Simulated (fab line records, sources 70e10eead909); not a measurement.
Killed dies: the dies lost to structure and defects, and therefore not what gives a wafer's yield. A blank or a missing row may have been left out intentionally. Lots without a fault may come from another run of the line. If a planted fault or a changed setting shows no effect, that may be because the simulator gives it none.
Which tool was responsible?    flow nand harc    Sampling: 6 lots, 18 wafers, 3 of 1302 route steps

WHAT EACH GAUGE READ, for each wafer
NHARC_A_ZERO_WELL_INSPECT_17.
lot   measured      on                 raw defect count
L796  day 8 07:07   defect inspect-01  7 8 6
L798  day 8 18:12   defect inspect-02  9 11 21
L802  day 10 21:25  defect inspect-02  840 789 798 822 798 784
L810  day 14 03:27  defect inspect-01  8 3 6
L811  day 14 17:07  defect inspect-02  10 12 14
L814  day 15 20:47  defect inspect-02  14 1 3

TOOL THAT RAN EACH LOT (tool first, then ch and the chambers of the sampled wafers, then the start)
lot   NHARC_P_BONDPAD_DEGAS_25      NHARC_A_ZERO_WELL_PRECLEAN_22
L796  pvd sputter-01, day 8 02:44   wet bench-01 ch 1,2,3, day 8 06:48
L798  pvd sputter-03, day 8 13:46   wet bench-05 ch 1,2,4, day 8 17:53
L802  pvd sputter-02, day 10 16:57  wet bench-01 ch 0,2,4, day 10 21:05
L810  pvd sputter-01, day 13 22:51  wet bench-06 ch 0,2,3, day 14 03:08
L811  pvd sputter-03, day 14 12:41  wet bench-05 ch 1,2,7, day 14 16:46
L814  pvd sputter-02, day 15 16:24  wet bench-01 ch 2,3,7, day 15 20:27
- NHARC_P_BONDPAD_DEGAS_25: time 60 s.
- NHARC_A_ZERO_WELL_PRECLEAN_22: cleans in SC1, time 60 s.

THE ANSWER, worked out from the rows above alone
Rule: the usual values come from the lots themselves. The widest of any qualifying gaps counts: lots, ordered by their means at a reading, are off when they make up no more than a third of the lots, leave a main group of 4 or more, and stand apart from it by 3 or more times the standard deviation of that group's means. If all means in a main group match to the digits the tables above print for the reading, that group is not used. Also off: a lot with no number at a reading for which 4 or more lots have one. Any other lot the step has rows for is counted as sound.
Off, at NHARC_A_ZERO_WELL_INSPECT_17 on raw defect count: L802. Mean 9 and standard deviation 3.3 in the main group.
If a tool, at a process step before that reading, ran all the lots that are off and no sound lot after the first of them, it fits. The gauges at NHARC_A_ZERO_WELL_INSPECT_17 are tried like those tools. Of those tried, none fits.

WHAT WAS PUT IN BY THE SIMULATOR
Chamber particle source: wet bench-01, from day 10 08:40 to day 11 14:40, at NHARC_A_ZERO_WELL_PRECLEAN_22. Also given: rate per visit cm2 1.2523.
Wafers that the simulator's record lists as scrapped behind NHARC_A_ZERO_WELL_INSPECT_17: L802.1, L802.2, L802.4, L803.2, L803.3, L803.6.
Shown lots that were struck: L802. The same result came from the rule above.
